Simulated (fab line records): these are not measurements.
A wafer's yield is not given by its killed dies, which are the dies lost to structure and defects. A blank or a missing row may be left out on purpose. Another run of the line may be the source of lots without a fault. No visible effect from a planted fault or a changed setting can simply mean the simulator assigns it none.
Matching of chambers	flow n5 finfet	N5_BEOL_M2_CO_CAP_55 on cvd co-01: 3 sister chambers
The step material Co, precursor CCTBA/H2, target thk 2 nm, time 102.1 s. 14 wafers are shown with their chamber, then 7 later ones without.

== WAFERS PAIRED WITH THEIR CHAMBERS ==
wafer	chamber	heater power w (W)	run length s (s)	chamber pressure Torr (Torr)
L299.1	0	213	124.6	29.96
L299.4	2	281	124.7	29.92
L299.6	0	207	124.9	30.00
L304.2	2	269	125.1	30.01
L304.3	1	213	124.4	29.99
L304.6	1	211	124.4	30.02
L305.2	1	214	124.7	29.82
L305.3	2	282	125.2	30.00
L305.4	2	278	124.9	29.95
L315.3	0	215	124.8	30.02
L315.4	2	269	125.0	30.03
L315.5	1	215	124.1	30.06
L318.1	2	272	125.3	30.01
L318.4	1	210	124.4	30.02

SIGNATURES, as means of the wafers listed above
reading	chamber 0	chamber 1	chamber 2	scatter within a chamber
heater power w	211.67	212.60	275.17	4.54
run length s	124.767	124.400	125.033	0.204
chamber pressure Torr	29.9933	29.9820	29.9867	0.0647
Rule: a wafer lies at a distance from a chamber equal to the root of the sum of squares, over the readings, of (its reading less the chamber's mean, divided by the reading's scatter). If the next closest chamber is less than 2 further off than the closest, the wafer can't be placed; otherwise it belongs to the closest. The scatter: the root of (the sum of the squares of (reading less its chamber's mean) over the shown wafers, divided by (wafers less chambers)).

== WAFERS WHOSE CHAMBER IS MISSING ==
wafer	heater power w (W)	run length s (s)	chamber pressure Torr (Torr)
L318.5	215	124.6	30.00
L319.1	205	124.9	30.07
L319.4	282	124.9	30.01
L319.6	206	124.5	29.97
L321.1	218	124.3	30.05
L321.2	275	125.5	29.89
L321.5	210	125.0	30.02

== THE CHAMBER EACH PASSED THROUGH ==
wafer	from the rows above	in truth
L318.5	can't be placed: 0 or 1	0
L319.1	can't be placed: 0 or 1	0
L319.4	2	2
L319.6	can't be placed: 1 or 0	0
L321.1	can't be placed: 1 or 0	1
L321.2	2	2
L321.5	can't be placed: 0 or 1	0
Placed correctly: 2 of 7. From these rows, 5 cannot be placed; in 5 the true chamber is one of the candidates. 0 placed wrongly.
